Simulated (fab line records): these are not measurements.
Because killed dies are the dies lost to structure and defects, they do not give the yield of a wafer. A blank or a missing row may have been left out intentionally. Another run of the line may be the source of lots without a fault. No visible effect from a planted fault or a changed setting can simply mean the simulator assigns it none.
Which of the tools did it? | flow n5Finfet | 9 lots with 27 wafers sampled at 7 steps, on a route of 1938 steps

WHAT EACH GAUGE READ, for each wafer
N5_BEOL_M4_RC_MEAS_101. Usual: DIBL_N 36.0 mV/V, standard deviation 2.5; DIBL_P 36.7 mV/V, standard deviation 3; IOFF_N 0.16 nA/um, standard deviation 0.043; IOFF_P 0.21 nA/um, standard deviation 0.049; ION_N 673 uA/um, standard deviation 15; ION_P 461 uA/um, standard deviation 9.8; SS_N 71.5 mV/dec, standard deviation 0.83; SS_P 73.4 mV/dec, standard deviation 0.83; VT_N 250 mV, standard deviation 4; VT_P -251 mV, standard deviation 4.
lot  | measured     | on        | DIBL_N (mV/V)  | DIBL_P (mV/V)  | IOFF_N (nA/um) | IOFF_P (nA/um) | ION_N (uA/um) | ION_P (uA/um) | SS_N (mV/dec)  | SS_P (mV/dec)  | VT_N (mV)   | VT_P (mV)      | flag
L998 | day 8 12:34  | prober-02 | 36.6 38.3 34.3 | 37.3 38.7 34.4 | 0.18 0.20 0.13 | 0.19 0.22 0.16 | 697 686 676   | 468 459 463   | 71.9 72.2 70.9 | 74.1 74.5 73.0 | 248 247 254 | -254 -251 -255 | 
L999 | day 8 17:45  | prober-02 | 40.0 35.5 40.0 | 40.1 35.4 41.3 | 0.22 0.14 0.24 | 0.28 0.20 0.32 | 691 664 700   | 467 455 482   | 72.0 71.4 72.0 | 73.9 73.4 73.7 | 243 251 242 | -243 -251 -243 | 
L100 | day 8 18:52  | prober-01 | 29.9 35.4 32.0 | 30.0 36.9 32.9 | 0.09 0.16 0.11 | 0.13 0.22 0.17 | 677 671 675   | 470 467 475   | 69.7 71.6 71.5 | 71.6 72.5 71.8 | 256 245 254 | -257 -249 -250 | 
L102 | day 9 07:55  | prober-01 | 34.7 39.3 35.2 | 36.8 41.9 37.8 | 0.13 0.24 0.14 | 0.22 0.32 0.23 | 668 697 660   | 469 476 461   | 71.1 72.0 70.2 | 74.0 74.6 74.2 | 250 244 253 | -248 -243 -248 | 
L104 | day 10 00:22 | prober-01 | 38.4 35.0 36.9 | 38.0 35.9 38.2 | 0.19 0.13 0.16 | 0.23 0.19 0.23 | 673 665 664   | 462 456 460   | 72.0 71.3 72.0 | 74.1 73.1 74.3 | 252 254 252 | -251 -253 -250 | 
L115 | day 13 00:16 | prober-02 | 33.7 35.5 37.5 | 35.3 37.1 38.7 | 0.12 0.15 0.17 | 0.17 0.19 0.20 | 674 679 666   | 458 461 445   | 71.4 71.3 72.2 | 72.8 73.7 74.1 | 255 250 253 | -256 -253 -252 | 
L116 | day 13 08:08 | prober-01 | 37.2 33.4 34.2 | 38.7 33.9 34.3 | 0.19 0.13 0.15 | 0.26 0.19 0.20 | 677 662 682   | 464 463 472   | 71.9 70.9 71.5 | 73.6 72.9 72.6 | 248 253 246 | -248 -250 -249 | 
L117 | day 13 17:27 | prober-01 | 36.2 35.2 38.7 | 37.5 35.9 40.4 | 0.17 0.15 0.22 | 0.23 0.21 0.29 | 690 686 685   | 470 475 466   | 71.2 71.5 72.0 | 73.6 72.8 74.1 | 246 250 244 | -248 -248 -246 | 
L118 | day 14 07:53 | prober-01 | 36.6 35.8 35.0 | 39.2 38.0 36.9 | 0.19 0.16 0.14 | 0.24 0.21 0.20 | 694 684 669   | 479 469 461   | 70.8 71.7 71.0 | 73.8 73.5 73.1 | 242 248 252 | -249 -251 -250 | 

N5_BEOL_M8_THK_MEAS_53: measures by xrf. Usual: M8_THK 81 nm, standard deviation 3.
lot  | measured     | on           | M8_THK (nm) | flag
L998 | day 10 00:11 | filmMetro-01 | 86 84 84    | 
L999 | day 10 06:53 | filmMetro-02 | 85 81 86    | 
L100 | day 10 07:26 | filmMetro-01 | 85 85 79    | 
L102 | day 10 21:58 | filmMetro-02 | 85 193 80   | OFF
L104 | day 11 13:40 | filmMetro-01 | 191 85 86   | OFF
L115 | day 14 10:55 | filmMetro-02 | 80 86 86    | 
L116 | day 15 04:50 | filmMetro-02 | 81 81 80    | 
L117 | day 15 11:42 | filmMetro-02 | 77 78 79    | 
L118 | day 15 20:56 | filmMetro-01 | 78 80 81    | 

N5_BEOL_M8_INSPECT_58: inspects for defects (darkfield). Usual: 73 for rawDefectCount, sd 26.
lot  | measured     | on               | rawDefectCount | flag
L998 | day 10 00:21 | defectInspect-01 | 63 65 61       | 
L999 | day 10 07:03 | defectInspect-01 | 63 61 55       | 
L100 | day 10 07:37 | defectInspect-02 | 43 59 50       | 
L102 | day 10 22:07 | defectInspect-02 | 86 1133 65     | OFF
L104 | day 11 13:50 | defectInspect-02 | 1105 132 87    | OFF
L115 | day 14 11:04 | defectInspect-01 | 118 71 108     | 
L116 | day 15 04:59 | defectInspect-01 | 42 50 40       | 
L117 | day 15 11:53 | defectInspect-02 | 59 81 75       | 
L118 | day 15 21:05 | defectInspect-02 | 59 43 67       | 

EACH LOT AND THE TOOL THAT RAN IT (in order: tool; ch and the chambers of the sampled wafers; start)
lot  | N5_BEOL_M8_STRIP_80                          | N5_BEOL_M8_CURE_75           | N5_BEOL_M8_ANNEAL_51            | N5_BEOL_M8_CMP_52
L998 | rieDiel-06 ch 1,3, day 9 21:49 or earlier    | uvCure-01 ch 1, day 9 21:49  | rtpAnneal-01 ch 0, day 9 23:35  | cmp-02 ch 1,2, day 9 23:54
L999 | rieDiel-05 ch 0,1,2, day 10 03:56 or earlier | uvCure-01 ch 2, day 10 03:56 | rtpAnneal-01 ch 0, day 10 06:18 | cmp-04 ch 0,1,2, day 10 06:38
L100 | rieDiel-05 ch 0,2, day 10 05:17 or earlier   | uvCure-03 ch 2, day 10 05:17 | rtpAnneal-01 ch 0, day 10 06:50 | cmp-04 ch 0,1,2, day 10 07:13
L102 | rieDiel-06 ch 2,3, day 10 19:12 or earlier   | uvCure-01 ch 1, day 10 19:12 | rtpAnneal-02 ch 0, day 10 21:21 | cmp-04 ch 0,2, day 10 21:40
L104 | rieDiel-06 ch 2,3, day 11 10:59 or earlier   | uvCure-02 ch 0, day 11 10:59 | rtpAnneal-02 ch 0, day 11 13:01 | cmp-04 ch 0,1,3, day 11 13:27
L115 | rieDiel-06 ch 1,2, day 14 08:53 or earlier   | uvCure-02 ch 0, day 14 08:53 | rtpAnneal-02 ch 0, day 14 10:19 | cmp-04 ch 1,3, day 14 10:37
L116 | rieDiel-04 ch 0,3, day 15 01:19 or earlier   | uvCure-03 ch 1, day 15 01:19 | rtpAnneal-02 ch 0, day 15 04:16 | cmp-02 ch 0,1,2, day 15 04:37
L117 | rieDiel-04 ch 1,2, day 15 09:31 or earlier   | uvCure-03 ch 0, day 15 09:31 | rtpAnneal-02 ch 0, day 15 11:11 | cmp-03 ch 0,1, day 15 11:26
L118 | rieDiel-04 ch 1,2, day 15 18:22 or earlier   | uvCure-02 ch 2, day 15 18:22 | rtpAnneal-02 ch 0, day 15 20:20 | cmp-02 ch 2,3, day 15 20:40
- N5_BEOL_M8_STRIP_80: strips in N2/H2, time 10 s.
- N5_BEOL_M8_CURE_75: cures SiCOH lowk, time 120 s.
- N5_BEOL_M8_ANNEAL_51: time 90 s.
- N5_BEOL_M8_CMP_52: polishes, stops on SiCOH lowk, t overpolish 6.9 s, target thk 80 nm.

WHAT THE TOOLS THEMSELVES READ (means of the sampled wafers that have a number; where no wafer has one, the mark that the record gives instead)
N5_BEOL_M8_STRIP_80. Usual: drypumpMotorCurrentA 5.7 A, standard deviation 0.45; oesProductAu 0.80 a.u., standard deviation 0.11; rfVppV 59.0 V, standard deviation 0.88; showerheadPlenumPTorr 2.53 Torr, standard deviation 0.11; throttleValvePct 23.5 %, standard deviation 0.37.
lot  | tool       | drypumpMotorCurrentA (A) | oesProductAu (a.u.) | rfVppV (V) | showerheadPlenumPTorr (Torr) | throttleValvePct (%) | flag
L998 | rieDiel-06 | 6.2                      | 0.74                | 58.4       | 2.48                         | 23.8                 | 
L999 | rieDiel-05 | 5.6                      | 0.83                | 59.3       | 2.61                         | 23.4                 | 
L100 | rieDiel-05 | 5.5                      | 0.87                | 59.2       | 2.67                         | 23.2                 | 
L102 | rieDiel-06 | 5.8                      | 0.72                | 59.0       | 2.44                         | 23.9                 | 
L104 | rieDiel-06 | 6.1                      | 0.77                | 59.2       | 2.45                         | 23.8                 | 
L115 | rieDiel-06 | 5.8                      | 0.83                | 59.1       | 2.46                         | 23.7                 | 
L116 | rieDiel-04 | 5.5                      | 0.85                | 59.5       | 2.62                         | 23.4                 | 
L117 | rieDiel-04 | 5.6                      | 0.67                | 59.1       | 2.55                         | 23.7                 | 
L118 | rieDiel-04 | 5.4                      | 0.66                | 58.6       | 2.47                         | 23.4                 | 

N5_BEOL_M8_CURE_75. Usual: lampPowerPct 52.31 %, standard deviation 0.061; wafer_temp_C_max 371.8, standard deviation 0.57.
lot  | tool      | lampPowerPct (%) | wafer_temp_C_max | flag
L998 | uvCure-01 | 52.36            | 372.6            | 
L999 | uvCure-01 | 52.34            | 372.2            | 
L100 | uvCure-03 | 52.31            | 371.6            | 
L102 | uvCure-01 | 52.33            | 372.6            | 
L104 | uvCure-02 | 52.31            | 371.6            | 
L115 | uvCure-02 | 52.28            | 372.1            | 
L116 | uvCure-03 | 52.26            | 371.4            | 
L117 | uvCure-03 | 52.28            | 371.0            | 
L118 | uvCure-02 | 52.33            | 372.1            | 

N5_BEOL_M8_ANNEAL_51. Usual: 226.40 for wafer_temp_C_max, sd 0.29.
lot  | tool         | wafer_temp_C_max | flag
L998 | rtpAnneal-01 | 226.09           | 
L999 | rtpAnneal-01 | 226.76           | 
L100 | rtpAnneal-01 | 226.45           | 
L102 | rtpAnneal-02 | 226.21           | 
L104 | rtpAnneal-02 | 226.18           | 
L115 | rtpAnneal-02 | 226.48           | 
L116 | rtpAnneal-02 | 226.32           | 
L117 | rtpAnneal-02 | 226.64           | 
L118 | rtpAnneal-02 | 226.52           | 

N5_BEOL_M8_CMP_52. Usual: barrierFieldEndpointS 29.1 s, standard deviation 0.95; motorCurrentA 6.3 A, standard deviation 0.43; overpolishRunS 6.901 s, standard deviation 0.0097; timeToEndpointS 65 s, standard deviation 4.1.
lot  | tool   | barrierFieldEndpointS (s) | motorCurrentA (A) | overpolishRunS (s) | timeToEndpointS (s) | flag
L998 | cmp-02 | 29.1                      | 6.6               | 6.906              | 64                  | 
L999 | cmp-04 | 29.3                      | 6.2               | 6.903              | 69                  | 
L100 | cmp-04 | 30.4                      | 6.1               | 6.902              | 69                  | 
L102 | cmp-04 | 35.2                      | 6.3               | 4.614              | 75                  | OFF
L104 | cmp-04 | 34.9                      | 6.1               | 4.613              | 69                  | OFF
L115 | cmp-04 | 28.9                      | 6.1               | 6.896              | 67                  | 
L116 | cmp-02 | 28.7                      | 6.6               | 6.898              | 66                  | 
L117 | cmp-03 | 28.2                      | 5.8               | 6.904              | 60                  | 
L118 | cmp-02 | 29.2                      | 7.0               | 6.898              | 62                  | 

THE ANSWER, worked out from the rows above alone
Rule: a lot counts as off when the mean over its wafers that have a number is more than 3 standard deviations away from the usual mean. Also off: a lot with no number at a reading for which 4 or more lots have one. Any other lot the step has rows for is counted as sound. The gauges are gone through in route order, then the tools' own readings, and for those a lot's mean is taken as printed above. At the first step where some lot is off, the reading lying furthest off is the one used; lots without a number count as furthest.
Off: at N5_BEOL_M8_THK_MEAS_53 (M8_THK), L102, L104.
A tool fits if, at a process step before that reading, it ran every lot that is off, and no sound lot after the first of them. The gauges at N5_BEOL_M8_THK_MEAS_53 aren't tried: what is off there is off at N5_BEOL_M8_INSPECT_58 too, on other tools, and a gauge's error can't cause that. Because N5_BEOL_M8_STRIP_80 lacks a start for some lots, the hours and order of its lots are taken from N5_BEOL_M8_CURE_75. Not one of the candidates tried fits.

WHAT HAD BEEN PUT IN BY THE SIMULATOR
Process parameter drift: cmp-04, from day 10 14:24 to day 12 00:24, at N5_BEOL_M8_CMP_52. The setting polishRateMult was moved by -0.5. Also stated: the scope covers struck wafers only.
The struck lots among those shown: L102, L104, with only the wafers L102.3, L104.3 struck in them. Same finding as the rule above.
